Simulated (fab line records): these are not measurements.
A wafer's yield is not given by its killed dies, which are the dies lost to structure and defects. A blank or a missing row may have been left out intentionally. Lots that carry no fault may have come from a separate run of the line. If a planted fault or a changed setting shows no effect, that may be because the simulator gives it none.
Matching of chambers ; flow n5_finfet ; 4 sister chambers for N5_BEOL_M9_VIA_ETCH_34 on rie_diel-04
The step etches SiCOH lowk in C4F6/O2, target depth 182.4 nm, time 68.4 s. 4 wafers are shown with their chamber, then 12 later ones without.

## WAFERS, EACH WITH ITS CHAMBER
wafer;chamber;showerhead_plenum_p_Torr (Torr)
L085.1;3;2.80
L089.1;0;2.80
L089.5;2;2.79
L089.6;1;2.94

## WAFERS MISSING THEIR CHAMBER
wafer;showerhead_plenum_p_Torr (Torr)
L088.1;2.79
L088.4;2.80
L088.6;2.79
L091.2;2.79
L091.5;2.93
L091.6;2.80
L092.1;2.93
L092.2;2.79
L092.4;2.93
L097.1;2.78
L097.3;2.79
L097.5;2.78

## CHAMBER TAKEN BY EACH
wafer;from the rows above;in truth
L088.1;can't be placed: 2 or 0 or 3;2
L088.4;can't be placed: 0 or 3 or 2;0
L088.6;can't be placed: 2 or 0 or 3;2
L091.2;can't be placed: 2 or 0 or 3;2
L091.5;1;1
L091.6;can't be placed: 0 or 3 or 2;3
L092.1;1;1
L092.2;can't be placed: 2 or 0 or 3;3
L092.4;1;1
L097.1;can't be placed: 2 or 0 or 3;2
L097.3;can't be placed: 2 or 0 or 3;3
L097.5;can't be placed: 2 or 0 or 3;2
Correctly placed: 3 of 12. From these rows, 9 cannot be placed; in 9 the true chamber is one of the candidates. 0 placed wrongly.
How it was worked out, from the rows above alone: a wafer's distance from a chamber is the root of the sum, over the readings, of the square of ((its reading less the chamber's mean) divided by the reading's scatter). The wafer belongs to the nearest chamber; if the next one is less than 2 further off, it can't be placed. Each chamber's mean is taken over the wafers shown for it. The scatter: with one shown wafer a chamber, the root of the mean of the squares of how far each hidden wafer lies from its nearest shown one.
